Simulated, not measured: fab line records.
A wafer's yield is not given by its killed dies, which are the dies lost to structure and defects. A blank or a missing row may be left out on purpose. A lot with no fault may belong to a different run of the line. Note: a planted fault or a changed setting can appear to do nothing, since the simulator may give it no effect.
Chamber matching	flow n5Finfet	3 sister chambers for N5_BEOL_M6_PECVD_70 on pecvd-02
The step deposits SiO2 from TEOS/O2, target thk 20 nm, time 22.7 s. 3 wafers are shown with their chamber, then 7 later ones without.

== WAFERS, EACH WITH ITS CHAMBER ==
wafer	chamber	showerheadPlenumPTorr (Torr)
L086.4	1	8.74
L088.2	2	8.64
L088.3	0	8.80

== WAFERS MISSING THEIR CHAMBER ==
wafer	showerheadPlenumPTorr (Torr)
L088.5	8.62
L090.2	8.76
L090.3	8.81
L090.4	8.82
L091.1	8.76
L091.3	8.81
L091.6	8.65

== EACH ONE'S CHAMBER ==
wafer	from the rows above	in truth
L088.5	2	2
L090.2	can't be placed: 1 or 0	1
L090.3	0	0
L090.4	0	0
L091.1	can't be placed: 1 or 0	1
L091.3	0	0
L091.6	2	2
Placed correctly: 5 of 7. Cannot be placed on the basis of these rows: 2; the candidates contain the true chamber in 2. Number placed wrongly: 0.
How it was worked out, from the rows above alone: a wafer's distance from a chamber is the root of the sum, over the readings, of the square of ((its reading less the chamber's mean) divided by the reading's scatter). If the next closest chamber is less than 2 further off than the closest, the wafer can't be placed; otherwise it belongs to the closest. A chamber's mean is the mean of its shown wafers. The scatter (one wafer shown for each chamber): square how far every hidden wafer sits from the nearest shown wafer, average those squares and take the square root.
